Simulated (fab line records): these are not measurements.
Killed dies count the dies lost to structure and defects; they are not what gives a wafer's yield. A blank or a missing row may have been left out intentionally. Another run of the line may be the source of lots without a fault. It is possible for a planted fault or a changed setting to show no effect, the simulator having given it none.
Chamber matching :: flow nand_harc :: NHARC_A_CHANNEL_FILL_D2_STRIP_28 on rie_diel-02 has 4 sister chambers
The step strips in O2, time 20 s. 18 wafers are shown with their chamber, then 9 later ones without.

== EACH WAFER AND ITS CHAMBER ==
wafer: L074.4
chamber: 0
showerhead_plenum_p_Torr (Torr): 3.64
drypump_motor_current_A (A): 6.3
oes_product_au (a.u.): 1.023

wafer: L074.5
chamber: 2
showerhead_plenum_p_Torr (Torr): 3.50
drypump_motor_current_A (A): 5.1
oes_product_au (a.u.): 1.021

wafer: L074.6
chamber: 3
showerhead_plenum_p_Torr (Torr): 3.38
drypump_motor_current_A (A): 5.4
oes_product_au (a.u.): 0.982

wafer: L076.1
chamber: 1
showerhead_plenum_p_Torr (Torr): 3.44
drypump_motor_current_A (A): 5.9
oes_product_au (a.u.): 0.991

wafer: L076.2
chamber: 0
showerhead_plenum_p_Torr (Torr): 3.64
drypump_motor_current_A (A): 6.4
oes_product_au (a.u.): 1.018

wafer: L076.5
chamber: 1
showerhead_plenum_p_Torr (Torr): 3.44
drypump_motor_current_A (A): 5.9
oes_product_au (a.u.): 0.999

wafer: L077.1
chamber: 2
showerhead_plenum_p_Torr (Torr): 3.50
drypump_motor_current_A (A): 5.1
oes_product_au (a.u.): 1.011

wafer: L077.4
chamber: 0
showerhead_plenum_p_Torr (Torr): 3.64
drypump_motor_current_A (A): 6.3
oes_product_au (a.u.): 1.017

wafer: L077.6
chamber: 0
showerhead_plenum_p_Torr (Torr): 3.64
drypump_motor_current_A (A): 6.3
oes_product_au (a.u.): 1.006

wafer: L080.2
chamber: 1
showerhead_plenum_p_Torr (Torr): 3.44
drypump_motor_current_A (A): 6.0
oes_product_au (a.u.): 0.996

wafer: L080.3
chamber: 2
showerhead_plenum_p_Torr (Torr): 3.50
drypump_motor_current_A (A): 5.1
oes_product_au (a.u.): 1.008

wafer: L080.6
chamber: 1
showerhead_plenum_p_Torr (Torr): 3.44
drypump_motor_current_A (A): 5.9
oes_product_au (a.u.): 0.994

wafer: L083.1
chamber: 1
showerhead_plenum_p_Torr (Torr): 3.44
drypump_motor_current_A (A): 6.0
oes_product_au (a.u.): 1.020

wafer: L083.2
chamber: 3
showerhead_plenum_p_Torr (Torr): 3.38
drypump_motor_current_A (A): 5.4
oes_product_au (a.u.): 0.983

wafer: L083.4
chamber: 0
showerhead_plenum_p_Torr (Torr): 3.64
drypump_motor_current_A (A): 6.4
oes_product_au (a.u.): 1.012

wafer: L085.3
chamber: 0
showerhead_plenum_p_Torr (Torr): 3.63
drypump_motor_current_A (A): 6.4
oes_product_au (a.u.): 1.012

wafer: L085.5
chamber: 0
showerhead_plenum_p_Torr (Torr): 3.63
drypump_motor_current_A (A): 6.3
oes_product_au (a.u.): 1.009

wafer: L085.6
chamber: 1
showerhead_plenum_p_Torr (Torr): 3.44
drypump_motor_current_A (A): 5.9
oes_product_au (a.u.): 1.010

SIGNATURES (means of the wafers above)
reading: showerhead_plenum_p_Torr
chamber 0: 3.6371
chamber 1: 3.4400
chamber 2: 3.5000
chamber 3: 3.3800
scatter within a chamber: 0.00319

reading: drypump_motor_current_A
chamber 0: 6.343
chamber 1: 5.933
chamber 2: 5.100
chamber 3: 5.400
scatter within a chamber: 0.0467

reading: oes_product_au
chamber 0: 1.01386
chamber 1: 1.00167
chamber 2: 1.01333
chamber 3: 0.98250
scatter within a chamber: 0.00808
Rule: for each reading, subtract the chamber's mean from the wafer's reading, divide by that reading's scatter and square the result; add these up over the readings and take the root, which gives the wafer's distance from the chamber. The wafer belongs to the nearest chamber; if the next one is less than 2 further off, it can't be placed. The scatter is the square root of a quotient: the sum, over the shown wafers, of each reading's squared deviation from its chamber's mean, divided by wafers minus chambers.

== WAFERS WHOSE CHAMBER IS MISSING ==
wafer: L088.3
showerhead_plenum_p_Torr (Torr): 3.44
drypump_motor_current_A (A): 6.0
oes_product_au (a.u.): 1.004

wafer: L088.5
showerhead_plenum_p_Torr (Torr): 3.50
drypump_motor_current_A (A): 5.1
oes_product_au (a.u.): 1.015

wafer: L088.6
showerhead_plenum_p_Torr (Torr): 3.38
drypump_motor_current_A (A): 5.4
oes_product_au (a.u.): 0.978

wafer: L090.1
showerhead_plenum_p_Torr (Torr): 3.44
drypump_motor_current_A (A): 5.9
oes_product_au (a.u.): 1.009

wafer: L090.2
showerhead_plenum_p_Torr (Torr): 3.63
drypump_motor_current_A (A): 6.3
oes_product_au (a.u.): 1.001

wafer: L090.6
showerhead_plenum_p_Torr (Torr): 3.38
drypump_motor_current_A (A): 5.4
oes_product_au (a.u.): 0.992

wafer: L094.2
showerhead_plenum_p_Torr (Torr): 3.50
drypump_motor_current_A (A): 5.1
oes_product_au (a.u.): 1.010

wafer: L094.4
showerhead_plenum_p_Torr (Torr): 3.63
drypump_motor_current_A (A): 6.3
oes_product_au (a.u.): 1.004

wafer: L094.5
showerhead_plenum_p_Torr (Torr): 3.63
drypump_motor_current_A (A): 6.4
oes_product_au (a.u.): 0.993

== EACH ONE'S CHAMBER ==
wafer: L088.3
from the rows above: 1
in truth: 1

wafer: L088.5
from the rows above: 2
in truth: 2

wafer: L088.6
from the rows above: 3
in truth: 3

wafer: L090.1
from the rows above: 1
in truth: 1

wafer: L090.2
from the rows above: 0
in truth: 0

wafer: L090.6
from the rows above: 3
in truth: 3

wafer: L094.2
from the rows above: 2
in truth: 2

wafer: L094.4
from the rows above: 0
in truth: 0

wafer: L094.5
from the rows above: 0
in truth: 0
Placed correctly: 9 of 9. Left unplaced by these rows: 0. Wrongly placed: 0.
